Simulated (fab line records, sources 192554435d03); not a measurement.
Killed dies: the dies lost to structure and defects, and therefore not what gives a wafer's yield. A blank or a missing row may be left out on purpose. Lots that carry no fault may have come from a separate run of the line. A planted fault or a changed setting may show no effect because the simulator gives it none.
Matching of chambers	flow n5_finfet	N5_BEOL_M10_STRIP_19 on rie_diel-04: 4 sister chambers
The step strips in O2. 4 wafers are shown with their chamber, then 7 later ones without.

== EACH WAFER AND ITS CHAMBER ==
wafer	chamber	showerhead_plenum_p_Torr (Torr)
L081.2	3	2.02
L081.4	0	2.12
L088.1	2	2.10
L088.2	1	1.98

== WAFERS WITH NO CHAMBER GIVEN ==
wafer	showerhead_plenum_p_Torr (Torr)
L088.6	1.98
L093.3	1.98
L093.4	2.12
L093.6	2.09
L090.1	2.01
L090.3	1.98
L090.5	2.01

== EACH ONE'S CHAMBER ==
wafer	from the rows above	in truth
L088.6	1	1
L093.3	1	1
L093.4	0	0
L093.6	2	2
L090.1	3	3
L090.3	1	1
L090.5	3	3
7 of 7 placed correctly. Left unplaced by these rows: 0. 0 placed wrongly.
How it was worked out, from the rows above alone: a wafer's distance from a chamber is the root of the sum, over the readings, of the square of ((its reading less the chamber's mean) divided by the reading's scatter). If the next closest chamber is less than 2 further off than the closest, the wafer can't be placed; otherwise it belongs to the closest. The mean given for a chamber averages the wafers shown for that chamber. The scatter (one wafer shown for each chamber): square how far every hidden wafer sits from the nearest shown wafer, average those squares and take the square root.
